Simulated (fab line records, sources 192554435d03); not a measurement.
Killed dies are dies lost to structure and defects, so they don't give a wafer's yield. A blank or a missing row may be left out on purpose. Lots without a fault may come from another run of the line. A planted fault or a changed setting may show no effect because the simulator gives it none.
Chamber matching | flow n5_finfet | N5_BEOL_M7_ILD_DEP_00 on pecvd-03: 3 sister chambers
The step deposits SiCOH lowk from DEMS/porogen, target thk 179.75 nm, time 33.4 s. 14 wafers are shown with their chamber, then 7 later ones without.

WAFERS WITH THEIR CHAMBER
wafer  | chamber | throttle_valve_pct (%) | showerhead_plenum_p_Torr (Torr) | heater_power_w (W)
L076.3 | 1       | 14.4                   | 5.734                           | 327
L076.4 | 0       | 13.8                   | 5.754                           | 373
L076.6 | 1       | 14.7                   | 5.749                           | 335
L077.3 | 0       | 13.8                   | 5.764                           | 388
L077.4 | 0       | 13.4                   | 5.746                           | 397
L077.6 | 2       | 13.6                   | 5.704                           | 323
L078.2 | 0       | 13.9                   | 5.780                           | 335
L078.4 | 0       | 13.8                   | 5.762                           | 347
L078.6 | 2       | 13.3                   | 5.723                           | 338
L079.1 | 2       | 13.4                   | 5.701                           | 279
L079.2 | 1       | 14.5                   | 5.763                           | 386
L079.4 | 1       | 14.6                   | 5.754                           | 295
L089.4 | 2       | 13.6                   | 5.706                           | 326
L089.5 | 1       | 14.7                   | 5.743                           | 337

SIGNATURES (means of the wafers above)
reading                  | chamber 0 | chamber 1 | chamber 2 | scatter within a chamber
throttle_valve_pct       | 13.740    | 14.580    | 13.475    | 0.162
showerhead_plenum_p_Torr | 5.76120   | 5.74860   | 5.70850   | 0.0114
heater_power_w           | 368.00    | 336.00    | 316.50    | 28.7
Rule: a wafer's distance from a chamber is the root of the sum, over the readings, of the square of ((its reading less the chamber's mean) divided by the reading's scatter). The wafer belongs to the nearest chamber; if the next one is less than 2 further off, it can't be placed. The scatter: the root of (the sum of the squares of (reading less its chamber's mean) over the shown wafers, divided by (wafers less chambers)).

WAFERS WITHOUT THEIR CHAMBER
wafer  | throttle_valve_pct (%) | showerhead_plenum_p_Torr (Torr) | heater_power_w (W)
L089.6 | 13.6                   | 5.774                           | 343
L094.1 | 13.8                   | 5.778                           | 348
L094.4 | 14.6                   | 5.760                           | 369
L094.6 | 13.7                   | 5.712                           | 287
L095.1 | 13.8                   | 5.765                           | 392
L095.3 | 13.4                   | 5.719                           | 332
L095.4 | 14.9                   | 5.752                           | 369

WHICH CHAMBER EACH WENT THROUGH
wafer  | from the rows above | in truth
L089.6 | 0                   | 0
L094.1 | 0                   | 0
L094.4 | 1                   | 1
L094.6 | 2                   | 2
L095.1 | 0                   | 0
L095.3 | 2                   | 2
L095.4 | 1                   | 1
Placed correctly: 7 of 7. Can't be placed from these rows: 0. Placed wrongly: 0.
